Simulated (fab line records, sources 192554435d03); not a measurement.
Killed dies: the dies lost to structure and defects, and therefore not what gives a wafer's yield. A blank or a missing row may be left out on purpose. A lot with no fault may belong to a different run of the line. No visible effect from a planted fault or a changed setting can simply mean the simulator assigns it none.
Matching of chambers / flow n5 finfet / rie diel-06 running N5_BEOL_M12_ETCH_38: 4 sister chambers
The step etches SiCN in CF4/N2, target depth 68.7 nm, time 73.4 s. 22 wafers are shown with their chamber, then 11 later ones without.

== WAFERS WITH THEIR CHAMBER ==
wafer=L074.2; chamber=2; showerhead plenum p Torr (Torr)=2.13; drypump motor current A (A)=5.2; throttle valve pct (%)=15.54
wafer=L074.3; chamber=3; showerhead plenum p Torr (Torr)=2.13; drypump motor current A (A)=4.9; throttle valve pct (%)=15.09
wafer=L074.5; chamber=3; showerhead plenum p Torr (Torr)=2.13; drypump motor current A (A)=4.9; throttle valve pct (%)=15.08
wafer=L076.1; chamber=2; showerhead plenum p Torr (Torr)=2.12; drypump motor current A (A)=5.2; throttle valve pct (%)=15.56
wafer=L076.4; chamber=0; showerhead plenum p Torr (Torr)=2.27; drypump motor current A (A)=5.1; throttle valve pct (%)=15.69
wafer=L076.6; chamber=3; showerhead plenum p Torr (Torr)=2.13; drypump motor current A (A)=4.9; throttle valve pct (%)=15.13
wafer=L079.1; chamber=2; showerhead plenum p Torr (Torr)=2.12; drypump motor current A (A)=5.2; throttle valve pct (%)=15.56
wafer=L079.2; chamber=0; showerhead plenum p Torr (Torr)=2.27; drypump motor current A (A)=5.1; throttle valve pct (%)=15.72
wafer=L079.5; chamber=0; showerhead plenum p Torr (Torr)=2.27; drypump motor current A (A)=5.1; throttle valve pct (%)=15.73
wafer=L084.2; chamber=2; showerhead plenum p Torr (Torr)=2.12; drypump motor current A (A)=5.2; throttle valve pct (%)=15.58
wafer=L084.5; chamber=2; showerhead plenum p Torr (Torr)=2.12; drypump motor current A (A)=5.2; throttle valve pct (%)=15.58
wafer=L084.6; chamber=3; showerhead plenum p Torr (Torr)=2.12; drypump motor current A (A)=4.9; throttle valve pct (%)=15.14
wafer=L085.1; chamber=1; showerhead plenum p Torr (Torr)=2.21; drypump motor current A (A)=5.4; throttle valve pct (%)=15.50
wafer=L085.4; chamber=0; showerhead plenum p Torr (Torr)=2.27; drypump motor current A (A)=5.1; throttle valve pct (%)=15.76
wafer=L085.5; chamber=0; showerhead plenum p Torr (Torr)=2.27; drypump motor current A (A)=5.1; throttle valve pct (%)=15.75
wafer=L089.2; chamber=3; showerhead plenum p Torr (Torr)=2.12; drypump motor current A (A)=4.9; throttle valve pct (%)=15.19
wafer=L089.3; chamber=0; showerhead plenum p Torr (Torr)=2.26; drypump motor current A (A)=5.0; throttle valve pct (%)=15.78
wafer=L089.5; chamber=1; showerhead plenum p Torr (Torr)=2.21; drypump motor current A (A)=5.4; throttle valve pct (%)=15.54
wafer=L091.3; chamber=0; showerhead plenum p Torr (Torr)=2.26; drypump motor current A (A)=5.1; throttle valve pct (%)=15.78
wafer=L091.4; chamber=1; showerhead plenum p Torr (Torr)=2.21; drypump motor current A (A)=5.4; throttle valve pct (%)=15.53
wafer=L091.6; chamber=3; showerhead plenum p Torr (Torr)=2.12; drypump motor current A (A)=4.9; throttle valve pct (%)=15.16
wafer=L090.2; chamber=0; showerhead plenum p Torr (Torr)=2.26; drypump motor current A (A)=5.0; throttle valve pct (%)=15.79

SIGNATURES, as means of the wafers listed above
reading=showerhead plenum p Torr; chamber 0=2.2662; chamber 1=2.2100; chamber 2=2.1220; chamber 3=2.1250; scatter within a chamber=0.00482
reading=drypump motor current A; chamber 0=5.075; chamber 1=5.400; chamber 2=5.200; chamber 3=4.900; scatter within a chamber=0.0289
reading=throttle valve pct; chamber 0=15.7500; chamber 1=15.5233; chamber 2=15.5640; chamber 3=15.1317; scatter within a chamber=0.0325
Rule: distance of a wafer from a chamber = root of the sum over the readings of ((wafer's reading minus chamber's mean) / reading's scatter) squared. The wafer belongs to the nearest chamber; if the next one is less than 2 further off, it can't be placed. The scatter: the root of (the sum of the squares of (reading less its chamber's mean) over the shown wafers, divided by (wafers less chambers)).

== WAFERS WITH NO CHAMBER GIVEN ==
wafer=L090.3; showerhead plenum p Torr (Torr)=2.21; drypump motor current A (A)=5.4; throttle valve pct (%)=15.53
wafer=L090.4; showerhead plenum p Torr (Torr)=2.12; drypump motor current A (A)=4.9; throttle valve pct (%)=15.19
wafer=L092.1; showerhead plenum p Torr (Torr)=2.12; drypump motor current A (A)=4.9; throttle valve pct (%)=15.17
wafer=L092.2; showerhead plenum p Torr (Torr)=2.26; drypump motor current A (A)=5.1; throttle valve pct (%)=15.78
wafer=L092.5; showerhead plenum p Torr (Torr)=2.12; drypump motor current A (A)=4.9; throttle valve pct (%)=15.17
wafer=L094.2; showerhead plenum p Torr (Torr)=2.11; drypump motor current A (A)=5.2; throttle valve pct (%)=15.61
wafer=L094.3; showerhead plenum p Torr (Torr)=2.12; drypump motor current A (A)=4.9; throttle valve pct (%)=15.19
wafer=L094.4; showerhead plenum p Torr (Torr)=2.21; drypump motor current A (A)=5.4; throttle valve pct (%)=15.56
wafer=L095.1; showerhead plenum p Torr (Torr)=2.11; drypump motor current A (A)=5.2; throttle valve pct (%)=15.63
wafer=L095.4; showerhead plenum p Torr (Torr)=2.12; drypump motor current A (A)=4.9; throttle valve pct (%)=15.20
wafer=L095.5; showerhead plenum p Torr (Torr)=2.11; drypump motor current A (A)=5.2; throttle valve pct (%)=15.64

== CHAMBER TAKEN BY EACH ==
wafer=L090.3; from the rows above=1; in truth=1
wafer=L090.4; from the rows above=3; in truth=3
wafer=L092.1; from the rows above=3; in truth=3
wafer=L092.2; from the rows above=0; in truth=0
wafer=L092.5; from the rows above=3; in truth=3
wafer=L094.2; from the rows above=2; in truth=2
wafer=L094.3; from the rows above=3; in truth=3
wafer=L094.4; from the rows above=1; in truth=1
wafer=L095.1; from the rows above=2; in truth=2
wafer=L095.4; from the rows above=3; in truth=3
wafer=L095.5; from the rows above=2; in truth=2
11 of 11 placed correctly. Left unplaced by these rows: 0. Number placed wrongly: 0.
